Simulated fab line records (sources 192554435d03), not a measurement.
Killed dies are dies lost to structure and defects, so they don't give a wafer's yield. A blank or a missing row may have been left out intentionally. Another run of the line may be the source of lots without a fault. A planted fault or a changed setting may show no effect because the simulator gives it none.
Which tool was responsible? || flow n5_finfet || Sampling: 10 lots, 26 wafers, 2 of 1938 route steps

WHAT THE GAUGES SHOWED, per wafer
N5_SD_EPI_P_INSPECT_26: inspects for defects (darkfield).
{"lot": "L434", "measured": "day 3 12:15", "on": "defect_inspect-02", "raw_defect_count": "196 224 213"}
{"lot": "L435", "measured": "day 3 16:26", "on": "defect_inspect-01", "raw_defect_count": "138 187 138"}
{"lot": "L437", "measured": "day 4 05:02", "on": "defect_inspect-02", "raw_defect_count": "201 147 158"}
{"lot": "L439", "measured": "day 4 16:03", "on": "defect_inspect-01", "raw_defect_count": "89 141"}
{"lot": "L442", "measured": "day 5 15:00", "on": "defect_inspect-01", "raw_defect_count": "195 156"}
{"lot": "L446", "measured": "day 6 18:36", "on": "defect_inspect-01", "raw_defect_count": "816 811 822"}
{"lot": "L448", "measured": "day 7 02:11", "on": "defect_inspect-01", "raw_defect_count": "840 796 890"}
{"lot": "L453", "measured": "day 8 04:28", "on": "defect_inspect-02", "raw_defect_count": "268 187"}
{"lot": "L456", "measured": "day 8 22:19", "on": "defect_inspect-01", "raw_defect_count": "219 213 157"}
{"lot": "L457", "measured": "day 9 03:48", "on": "defect_inspect-01", "raw_defect_count": "125 128"}

WHICH TOOL RAN EACH LOT (tool, then ch and the chambers of the sampled wafers, then the start)
{"lot": "L434", "N5_SD_EPI_P_PRECLEAN_52": "wet_bench-06 ch 0,5,7, day 3 09:25"}
{"lot": "L435", "N5_SD_EPI_P_PRECLEAN_52": "wet_bench-01 ch 0,4,7, day 3 13:30"}
{"lot": "L437", "N5_SD_EPI_P_PRECLEAN_52": "wet_bench-01 ch 0,4,7, day 4 02:07"}
{"lot": "L439", "N5_SD_EPI_P_PRECLEAN_52": "wet_bench-01 ch 1,6, day 4 13:16"}
{"lot": "L442", "N5_SD_EPI_P_PRECLEAN_52": "wet_bench-04 ch 0,4, day 5 12:11"}
{"lot": "L446", "N5_SD_EPI_P_PRECLEAN_52": "wet_bench-01 ch 0,1,7, day 6 15:48"}
{"lot": "L448", "N5_SD_EPI_P_PRECLEAN_52": "wet_bench-01 ch 5,6,7, day 6 23:23"}
{"lot": "L453", "N5_SD_EPI_P_PRECLEAN_52": "wet_bench-06 ch 3,4, day 8 01:32"}
{"lot": "L456", "N5_SD_EPI_P_PRECLEAN_52": "wet_bench-06 ch 0,3,4, day 8 19:31"}
{"lot": "L457", "N5_SD_EPI_P_PRECLEAN_52": "wet_bench-04 ch 2,4, day 9 01:00"}
- N5_SD_EPI_P_PRECLEAN_52: cleans in O3/DIW, time 60 s.

THE ANSWER, worked out from the rows above alone
Rule: usual is defined by the lots themselves. Put in order of their means at a reading, lots are off if they are a third of the lots or fewer, leave a main group of 4 or more, and stand apart from it by a gap of 3 or more times the standard deviation of the main group's means; of several such gaps the widest counts. A main group whose means are all the same, to the digits that the tables above print for the reading, isn't used. A lot without any number at a reading at which 4 lots or more have one is off too. Where the step has rows for the other lots, those lots are counted as sound.
Off, at N5_SD_EPI_P_INSPECT_26 on raw_defect_count: L446, L448. The main group: mean 172, standard deviation 37.
A tool fits if, at a process step before that reading, it ran every lot that is off, and no sound lot after the first of them. Gauges at N5_SD_EPI_P_INSPECT_26: tried the same way as those tools. One candidate fits, namely wet_bench-01 at N5_SD_EPI_P_PRECLEAN_52. Its last sound lot is L439 (day 4 13:16), its first lot that is off L446 (day 6 15:48): a fault that began between those two fits.

WHAT HAD BEEN PUT IN BY THE SIMULATOR
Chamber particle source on wet_bench-01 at N5_SD_EPI_P_PRECLEAN_52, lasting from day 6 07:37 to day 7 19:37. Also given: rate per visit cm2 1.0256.
Struck lots among those shown: L446, L448. The rule given above showed the same thing.
